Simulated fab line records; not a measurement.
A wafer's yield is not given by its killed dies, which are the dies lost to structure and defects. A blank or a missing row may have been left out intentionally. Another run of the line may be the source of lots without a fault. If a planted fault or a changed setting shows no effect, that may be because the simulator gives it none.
Chamber matching ; flow nand harc ; NHARC_P_M2_CMP_23 on cmp-03 has 4 sister chambers
The step polishes, t overpolish 20 s, target thk 144.3 nm. 22 wafers are shown with their chamber, then 11 later ones without.

## EACH WAFER AND ITS CHAMBER
wafer;chamber;motor current A (A);time to endpoint s (s)
L075.4;2;11.1;27
L075.5;3;9.9;23
L075.6;0;12.5;27
L078.3;0;13.1;26
L078.5;1;14.0;20
L078.6;2;10.8;29
L079.1;1;13.9;25
L079.2;0;13.5;28
L079.5;3;10.7;25
L085.1;0;13.1;24
L085.2;3;10.5;20
L085.3;2;10.5;26
L086.1;0;13.0;28
L086.2;1;13.6;24
L086.6;3;10.0;25
L090.2;1;13.5;20
L090.3;2;10.9;27
L090.6;2;10.8;26
L089.1;0;13.9;26
L089.4;3;10.2;22
L089.5;2;10.7;27
L092.3;0;13.4;28

SIGNATURES (averages over the wafers above)
reading;chamber 0;chamber 1;chamber 2;chamber 3;scatter within a chamber
motor current A;13.214;13.750;10.800;10.260;0.333
time to endpoint s;26.71;22.25;27.00;23.00;1.8
Rule: a wafer's distance from a chamber is the root of the sum, over the readings, of the square of ((its reading less the chamber's mean) divided by the reading's scatter). If the next closest chamber is less than 2 further off than the closest, the wafer can't be placed; otherwise it belongs to the closest. The scatter is the square root of a quotient: the sum, over the shown wafers, of each reading's squared deviation from its chamber's mean, divided by wafers minus chambers.

## WAFERS WHOSE CHAMBER IS MISSING
wafer;motor current A (A);time to endpoint s (s)
L092.5;10.6;29
L092.6;12.7;23
L091.2;12.5;27
L091.3;9.7;22
L091.5;10.4;24
L094.2;10.4;31
L094.3;13.2;23
L094.5;10.1;21
L096.3;13.0;25
L096.5;9.8;26
L096.6;10.8;32

## EACH ONE'S CHAMBER
wafer;from the rows above;in truth
L092.5;2;2
L092.6;can't be placed: 0 or 1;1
L091.2;0;0
L091.3;3;3
L091.5;can't be placed: 3 or 2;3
L094.2;can't be placed: 2 or 3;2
L094.3;can't be placed: 1 or 0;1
L094.5;3;3
L096.3;can't be placed: 0 or 1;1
L096.5;can't be placed: 3 or 2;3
L096.6;2;2
Correctly placed: 5 of 11. Not placeable from these rows: 6 (in 6, the candidates include the true chamber). 0 placed wrongly.
